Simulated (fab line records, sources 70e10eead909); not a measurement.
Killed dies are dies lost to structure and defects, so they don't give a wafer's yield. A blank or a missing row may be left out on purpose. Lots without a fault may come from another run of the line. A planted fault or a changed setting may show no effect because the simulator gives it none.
Chamber matching | flow nand_harc | NHARC_A_SGD_CUT_ETCH_58 on rie_diel-01: 3 sister chambers
The step etches the open film in CF4, target depth 39 nm, time 65 s. 3 wafers are shown with their chamber, then 6 later ones without.

WAFERS WITH THEIR CHAMBER
wafer  | chamber | drypump_motor_current_A (A)
L081.5 | 0       | 5.3
L086.1 | 1       | 6.7
L086.2 | 3       | 5.9

WAFERS WITHOUT THEIR CHAMBER
wafer  | drypump_motor_current_A (A)
L086.4 | 5.3
L095.3 | 6.6
L095.5 | 5.3
L095.6 | 5.9
L096.4 | 5.3
L096.6 | 6.6

WHICH CHAMBER EACH WENT THROUGH
wafer  | from the rows above | in truth
L086.4 | 0                   | 0
L095.3 | 1                   | 1
L095.5 | 0                   | 0
L095.6 | 3                   | 3
L096.4 | 0                   | 0
L096.6 | 1                   | 1
Placed correctly: 6 of 6. Can't be placed from these rows: 0. Placed wrongly: 0.
How it was worked out, from the rows above alone: a wafer's distance from a chamber is the root of the sum, over the readings, of the square of ((its reading less the chamber's mean) divided by the reading's scatter). The wafer belongs to the nearest chamber; if the next one is less than 2 further off, it can't be placed. A chamber's mean is the mean of its shown wafers. The scatter: with one shown wafer a chamber, the root of the mean of the squares of how far each hidden wafer lies from its nearest shown one.
